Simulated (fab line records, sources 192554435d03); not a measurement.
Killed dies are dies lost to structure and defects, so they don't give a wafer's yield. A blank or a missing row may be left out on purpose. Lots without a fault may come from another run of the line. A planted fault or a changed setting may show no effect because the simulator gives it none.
Split-lot experiment | flow n5_finfet | 7 lots, 21 wafers read, on a route of 1938 steps

THE SPLIT
At N5_BEOL_M2_DESCUM_33 (chemistry O2, time 7 s), the setting time_s was moved away from the recipe's 7 s on 6 of the 21 wafers read, by -21.6% to +17.1%. The other wafers ran this setting at the recipe's value.

FROM THE SPLIT TO THE READING: what the file shows between them, 3 steps
- N5_BEOL_M2_ETCH_77: etches underlayer in N2/H2, target depth 6.5 nm, time 5.2 s
- N5_BEOL_M2_ETCH_69: etches SiARC in CF4, target depth 15.6 nm, time 26 s (also split here: bias_w)
- N5_BEOL_M2_ALD_98: deposits SiO2, target thk 2.5 nm, pulse time 1 s, co reactant pulse time 1 s

THE READING
CAR-EUV_of_BEOL_M2_COAT_22.thk_nm (the simulator's own value, which no gauge read), in nm, at N5_BEOL_M2_ETCHBACK_99 (etches SiO2 in CHF3, target depth 5 nm, time 10.4 s). The file gives no usual value for it. The 15 wafers here that ran the recipe average 10.4 nm, standard deviation 0.13 nm.

wafer  | tool, chamber at the split | time_s as run, s | against the recipe | CAR-EUV_of_BEOL_M2_COAT_22.thk_nm, nm | against lot-mates on the recipe
L075.3 | rie_diel-03, 1,3           | 7                | recipe             | 10.4                                  | -
L075.5 | rie_diel-03, 1,3           | 7                | recipe             | 10.4                                  | -
L075.4 | rie_diel-03, 0             | 6.26             | -10.6%             | 10.8                                  | +0.4
L077.1 | rie_diel-03, 2,1           | 7                | recipe             | 10.4                                  | -
L077.3 | rie_diel-03, 2,1           | 7                | recipe             | 10.2                                  | -
L077.6 | rie_diel-03, 1             | 7                | recipe             | 10.2                                  | -
L084.2 | rie_diel-01, 0,0,1         | 7                | recipe             | 10.6                                  | -
L084.5 | rie_diel-01, 0,0,1         | 7                | recipe             | 10.6                                  | -
L084.6 | rie_diel-01, 0,0,1         | 7                | recipe             | 10.6                                  | -
L086.1 | rie_diel-04, 0             | 5.486            | -21.6%             | 11.2                                  | +0.8
L086.4 | rie_diel-04, 0,2           | 7                | recipe             | 10.4                                  | -
L086.6 | rie_diel-04, 0,2           | 7                | recipe             | 10.4                                  | -
L087.3 | rie_diel-01, 0             | 6.141            | -12.3%             | 10.8                                  | +0.4
L087.4 | rie_diel-01, 2,3           | 7                | recipe             | 10.4                                  | -
L087.6 | rie_diel-01, 2,3           | 7                | recipe             | 10.4                                  | -
L091.1 | rie_diel-01, 3,0           | 7                | recipe             | 10.4                                  | -
L091.4 | rie_diel-01, 3,0           | 7                | recipe             | 10.4                                  | -
L091.3 | rie_diel-01, 1             | 8.194            | +17.1%             | 9.8                                   | -0.6
L097.4 | rie_diel-04, 0             | 7                | recipe             | 10.2                                  | -
L097.5 | rie_diel-04, 1             | 6.34             | -9.4%              | 10.6                                  | +0.4
L097.6 | rie_diel-04, 0             | 6.34             | -9.4%              | 10.6                                  | +0.4
Where a row lists several chambers, the file gives one row for several wafers and doesn't say which wafer went through which chamber.

THE FIT
A straight line over all 21 wafers: CAR-EUV_of_BEOL_M2_COAT_22.thk_nm changes by -0.0341 nm for each +1% of time_s; r = -0.91; the points scatter about the line by 0.12 nm.
The same after taking each lot's own level away (the mean of its wafers on the recipe; 21 wafers): -0.0367 nm for each +1%; r = -0.99; scatter 0.043 nm.
On that fit, the largest move of time_s shifts the reading by 0.79 nm.
The lots' own levels span 10.20 to 10.60 nm, that is 3.2 times the standard deviation above.
So the lot-to-lot level changes the slope little: the two slopes agree.
Check: with one of the wafers moved furthest among these (-21.6%) left out of the fit, the line predicts +0.798 nm for it against its lot-mates. It came out at +0.8 nm against them.

OTHER SPLITS ON THESE WAFERS
These wafers also went through other splits before the reading. Each is held against what the fit with the lots' levels taken away leaves over:
other split on the same wafers | wafers away from the commonest value | r with CAR-EUV_of_BEOL_M2_COAT_22.thk_nm (lot level and that fit taken away)
N5_BEOL_M1_COAT_76 temp_c      | 5                                    | -0.28
N5_BEOL_M2_ETCH_69 bias_w      | 6                                    | +0.15

THE WHOLE CHAIN: every reading that the file lists as answering this split, in the file's order
step                   | what it does                                                | reading                                                                            | change (the file's fit)                | r (the file's)
N5_BEOL_M2_DESCUM_33   | chemistry O2, time 7 s                                      | CAR-EUV_of_BEOL_M2_COAT_22.thk_nm (the simulator's own value, which no gauge read) | -0.0339 nm for each +1% of the setting | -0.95
N5_BEOL_M2_ETCH_77     | etches underlayer in N2/H2, target depth 6.5 nm, time 5.2 s | CAR-EUV_of_BEOL_M2_COAT_22.thk_nm (the simulator's own value, which no gauge read) | -0.0316 nm for each +1% of the setting | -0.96
N5_BEOL_M2_ETCH_69     | etches SiARC in CF4, target depth 15.6 nm, time 26 s        | CAR-EUV_of_BEOL_M2_COAT_22.thk_nm (the simulator's own value, which no gauge read) | -0.0306 nm for each +1% of the setting | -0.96
N5_BEOL_M2_ETCHBACK_99 | etches SiO2 in CHF3, target depth 5 nm, time 10.4 s         | CAR-EUV_of_BEOL_M2_COAT_22.thk_nm (the simulator's own value, which no gauge read) | -0.0364 nm for each +1% of the setting | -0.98

THE FILE'S OWN FIT
CAR-EUV_of_BEOL_M2_COAT_22.thk_nm changes by -0.0364 nm for each +1% of time_s, r = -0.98.
